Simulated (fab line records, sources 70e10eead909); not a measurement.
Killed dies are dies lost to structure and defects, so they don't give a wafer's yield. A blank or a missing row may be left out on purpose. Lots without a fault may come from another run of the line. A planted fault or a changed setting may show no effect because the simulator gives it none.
Chamber matching | flow nand_harc | NHARC_A_M0_PRE_CLEAN_31 on pecvd-01: 3 sister chambers
The step time 12 s. 3 wafers are shown with their chamber, then 10 later ones without.

WAFERS WITH THEIR CHAMBER
wafer  | chamber | heater_power_w (W)
L089.5 | 2       | 664
L090.2 | 1       | 729
L090.3 | 0       | 552

WAFERS WITHOUT THEIR CHAMBER
wafer  | heater_power_w (W)
L090.4 | 738
L095.3 | 693
L095.5 | 595
L095.6 | 553
L096.1 | 714
L096.2 | 614
L096.5 | 606
L097.3 | 564
L097.4 | 661
L097.5 | 576

WHICH CHAMBER EACH WENT THROUGH
wafer  | from the rows above     | in truth
L090.4 | 1                       | 1
L095.3 | can't be placed: 2 or 1 | 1
L095.5 | can't be placed: 0 or 2 | 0
L095.6 | 0                       | 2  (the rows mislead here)
L096.1 | can't be placed: 1 or 2 | 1
L096.2 | can't be placed: 2 or 0 | 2
L096.5 | can't be placed: 0 or 2 | 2
L097.3 | 0                       | 0
L097.4 | 2                       | 2
L097.5 | 0                       | 0
Placed correctly: 4 of 10. Can't be placed from these rows: 5 (the true chamber is among the candidates in 5). Placed wrongly: 1.
How it was worked out, from the rows above alone: a wafer's distance from a chamber is the root of the sum, over the readings, of the square of ((its reading less the chamber's mean) divided by the reading's scatter). The wafer belongs to the nearest chamber; if the next one is less than 2 further off, it can't be placed. A chamber's mean is the mean of its shown wafers. The scatter: with one shown wafer a chamber, the root of the mean of the squares of how far each hidden wafer lies from its nearest shown one.
